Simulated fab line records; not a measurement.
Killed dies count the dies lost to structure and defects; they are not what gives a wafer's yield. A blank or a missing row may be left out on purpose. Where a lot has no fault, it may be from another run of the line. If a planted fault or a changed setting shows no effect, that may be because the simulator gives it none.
Chamber matching :: flow n5 finfet :: 4 sister chambers for N5_GATE_CUT_STRIP_59 on rie diel-01
The step strips in N2/H2, time 20 s. 8 wafers are shown with their chamber, then 8 later ones without.

## WAFERS PAIRED WITH THEIR CHAMBERS
wafer: L082.1
chamber: 3
drypump motor current A (A): 5.4
showerhead plenum p Torr (Torr): 3.31

wafer: L082.5
chamber: 2
drypump motor current A (A): 5.7
showerhead plenum p Torr (Torr): 3.47

wafer: L085.3
chamber: 3
drypump motor current A (A): 5.4
showerhead plenum p Torr (Torr): 3.31

wafer: L086.4
chamber: 2
drypump motor current A (A): 5.7
showerhead plenum p Torr (Torr): 3.46

wafer: L090.3
chamber: 1
drypump motor current A (A): 5.8
showerhead plenum p Torr (Torr): 3.57

wafer: L090.4
chamber: 0
drypump motor current A (A): 6.5
showerhead plenum p Torr (Torr): 3.40

wafer: L090.6
chamber: 1
drypump motor current A (A): 5.8
showerhead plenum p Torr (Torr): 3.57

wafer: L091.2
chamber: 0
drypump motor current A (A): 6.4
showerhead plenum p Torr (Torr): 3.40

## WAFERS WITH NO CHAMBER GIVEN
wafer: L091.4
drypump motor current A (A): 6.5
showerhead plenum p Torr (Torr): 3.40

wafer: L091.6
drypump motor current A (A): 5.7
showerhead plenum p Torr (Torr): 3.45

wafer: L094.2
drypump motor current A (A): 5.8
showerhead plenum p Torr (Torr): 3.45

wafer: L094.3
drypump motor current A (A): 6.5
showerhead plenum p Torr (Torr): 3.39

wafer: L094.6
drypump motor current A (A): 6.4
showerhead plenum p Torr (Torr): 3.40

wafer: L097.1
drypump motor current A (A): 6.5
showerhead plenum p Torr (Torr): 3.39

wafer: L097.2
drypump motor current A (A): 5.4
showerhead plenum p Torr (Torr): 3.30

wafer: L097.3
drypump motor current A (A): 5.7
showerhead plenum p Torr (Torr): 3.45

## CHAMBER TAKEN BY EACH
wafer: L091.4
from the rows above: 0
in truth: 0

wafer: L091.6
from the rows above: 2
in truth: 2

wafer: L094.2
from the rows above: 2
in truth: 2

wafer: L094.3
from the rows above: 0
in truth: 0

wafer: L094.6
from the rows above: 0
in truth: 0

wafer: L097.1
from the rows above: 0
in truth: 0

wafer: L097.2
from the rows above: 3
in truth: 3

wafer: L097.3
from the rows above: 2
in truth: 2
Correct placement for 8 of the 8. Left unplaced by these rows: 0. Number placed wrongly: 0.
How it was worked out, from the rows above alone: a wafer's distance from a chamber is the root of the sum, over the readings, of the square of ((its reading less the chamber's mean) divided by the reading's scatter). If the next closest chamber is less than 2 further off than the closest, the wafer can't be placed; otherwise it belongs to the closest. The mean given for a chamber averages the wafers shown for that chamber. The scatter is the square root of a quotient: the sum, over the shown wafers, of each reading's squared deviation from its chamber's mean, divided by wafers minus chambers.
